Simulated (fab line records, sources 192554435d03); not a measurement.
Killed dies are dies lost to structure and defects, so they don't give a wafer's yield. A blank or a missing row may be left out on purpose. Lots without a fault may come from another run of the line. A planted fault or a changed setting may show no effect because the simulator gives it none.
Chamber matching | flow n5_finfet | N5_HKMG_FIN_NWFM_ALD_20 on ald_metal-01: 4 sister chambers
The step deposits TiAlC, target thk 2 nm, pulse time 3 s, purge time 2 s. 14 wafers are shown with their chamber, then 7 later ones without.

WAFERS WITH THEIR CHAMBER
wafer  | chamber | heater_power_w (W) | precursor_pulse_height_rel
L076.1 | 3       | 458                | 0.973
L076.2 | 2       | 503                | 0.972
L076.6 | 3       | 483                | 1.014
L081.2 | 0       | 458                | 1.009
L081.3 | 1       | 509                | 0.989
L081.5 | 2       | 520                | 1.026
L082.2 | 2       | 530                | 0.991
L082.5 | 3       | 470                | 1.021
L082.6 | 0       | 457                | 0.998
L085.1 | 2       | 517                | 1.019
L085.2 | 3       | 468                | 1.016
L085.6 | 0       | 460                | 1.019
L086.4 | 0       | 454                | 1.002
L086.5 | 3       | 485                | 1.016

SIGNATURES (means of the wafers above)
reading                    | chamber 0 | chamber 1 | chamber 2 | chamber 3 | scatter within a chamber
heater_power_w             | 457.25    | 509.00    | 517.50    | 472.80    | 9.46
precursor_pulse_height_rel | 1.00700   | 0.98900   | 1.00200   | 1.00800   | 0.0192
Rule: a wafer's distance from a chamber is the root of the sum, over the readings, of the square of ((its reading less the chamber's mean) divided by the reading's scatter). The wafer belongs to the nearest chamber; if the next one is less than 2 further off, it can't be placed. The scatter: the root of (the sum of the squares of (reading less its chamber's mean) over the shown wafers, divided by (wafers less chambers)).

WAFERS WITHOUT THEIR CHAMBER
wafer  | heater_power_w (W) | precursor_pulse_height_rel
L086.6 | 459                | 0.986
L091.1 | 467                | 0.991
L091.3 | 512                | 0.996
L091.4 | 465                | 0.983
L096.4 | 502                | 0.970
L096.5 | 521                | 0.995
L096.6 | 523                | 0.973

WHICH CHAMBER EACH WENT THROUGH
wafer  | from the rows above     | in truth
L086.6 | can't be placed: 0 or 3 | 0
L091.1 | can't be placed: 3 or 0 | 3
L091.3 | can't be placed: 1 or 2 | 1
L091.4 | can't be placed: 0 or 3 | 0
L096.4 | can't be placed: 1 or 2 | 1
L096.5 | can't be placed: 2 or 1 | 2
L096.6 | can't be placed: 2 or 1 | 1
Placed correctly: 0 of 7. Can't be placed from these rows: 7 (the true chamber is among the candidates in 7). Placed wrongly: 0.
